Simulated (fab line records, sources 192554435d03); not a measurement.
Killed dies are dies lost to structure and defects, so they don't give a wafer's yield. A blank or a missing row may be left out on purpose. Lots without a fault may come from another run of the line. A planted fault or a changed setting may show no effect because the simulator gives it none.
Chamber matching | flow n5_finfet | N5_BEOL_M5_ETCH_75 on rie_diel-01: 4 sister chambers
The step etches underlayer in N2/H2, target depth 6.5 nm, time 5.2 s. 20 wafers are shown with their chamber, then 10 later ones without.

WAFERS WITH THEIR CHAMBER
wafer  | chamber | showerhead_plenum_p_Torr (Torr) | drypump_motor_current_A (A) | throttle_valve_pct (%)
L074.3 | 0       | 2.60                            | 5.2                         | 18.20
L074.5 | 0       | 2.60                            | 5.3                         | 18.20
L074.6 | 1       | 2.58                            | 6.0                         | 17.41
L078.1 | 2       | 2.54                            | 6.3                         | 18.04
L078.3 | 3       | 2.43                            | 5.8                         | 17.85
L078.6 | 1       | 2.57                            | 6.0                         | 17.46
L080.1 | 2       | 2.54                            | 6.2                         | 18.03
L080.2 | 3       | 2.43                            | 5.9                         | 17.86
L080.4 | 2       | 2.54                            | 6.3                         | 18.05
L082.1 | 3       | 2.43                            | 5.8                         | 17.84
L082.2 | 0       | 2.59                            | 5.3                         | 17.75
L082.3 | 2       | 2.54                            | 6.2                         | 18.06
L086.2 | 1       | 2.57                            | 6.0                         | 17.44
L086.3 | 3       | 2.43                            | 5.8                         | 17.89
L086.5 | 2       | 2.53                            | 6.3                         | 18.07
L085.2 | 0       | 2.59                            | 5.3                         | 17.79
L085.4 | 2       | 2.53                            | 6.3                         | 18.08
L085.5 | 3       | 2.43                            | 5.8                         | 17.87
L089.1 | 2       | 2.53                            | 6.3                         | 18.10
L089.5 | 0       | 2.59                            | 5.3                         | 17.80

SIGNATURES (means of the wafers above)
reading                  | chamber 0 | chamber 1 | chamber 2 | chamber 3 | scatter within a chamber
showerhead_plenum_p_Torr | 2.5940    | 2.5733    | 2.5357    | 2.4300    | 0.00473
drypump_motor_current_A  | 5.280     | 6.000     | 6.271     | 5.820     | 0.0435
throttle_valve_pct       | 17.9480   | 17.4367   | 18.0614   | 17.8620   | 0.117
Rule: a wafer's distance from a chamber is the root of the sum, over the readings, of the square of ((its reading less the chamber's mean) divided by the reading's scatter). The wafer belongs to the nearest chamber; if the next one is less than 2 further off, it can't be placed. The scatter: the root of (the sum of the squares of (reading less its chamber's mean) over the shown wafers, divided by (wafers less chambers)).

WAFERS WITHOUT THEIR CHAMBER
wafer  | showerhead_plenum_p_Torr (Torr) | drypump_motor_current_A (A) | throttle_valve_pct (%)
L089.6 | 2.56                            | 6.0                         | 17.45
L093.2 | 2.58                            | 5.3                         | 17.83
L093.4 | 2.53                            | 6.3                         | 18.11
L093.5 | 2.53                            | 6.3                         | 18.11
L094.1 | 2.53                            | 6.3                         | 18.10
L094.2 | 2.56                            | 6.0                         | 17.45
L094.3 | 2.42                            | 5.8                         | 17.90
L095.2 | 2.56                            | 6.0                         | 17.48
L095.3 | 2.58                            | 5.3                         | 17.83
L095.5 | 2.52                            | 6.3                         | 18.12

WHICH CHAMBER EACH WENT THROUGH
wafer  | from the rows above | in truth
L089.6 | 1                   | 1
L093.2 | 0                   | 0
L093.4 | 2                   | 2
L093.5 | 2                   | 2
L094.1 | 2                   | 2
L094.2 | 1                   | 1
L094.3 | 3                   | 3
L095.2 | 1                   | 1
L095.3 | 0                   | 0
L095.5 | 2                   | 2
Placed correctly: 10 of 10. Can't be placed from these rows: 0. Placed wrongly: 0.
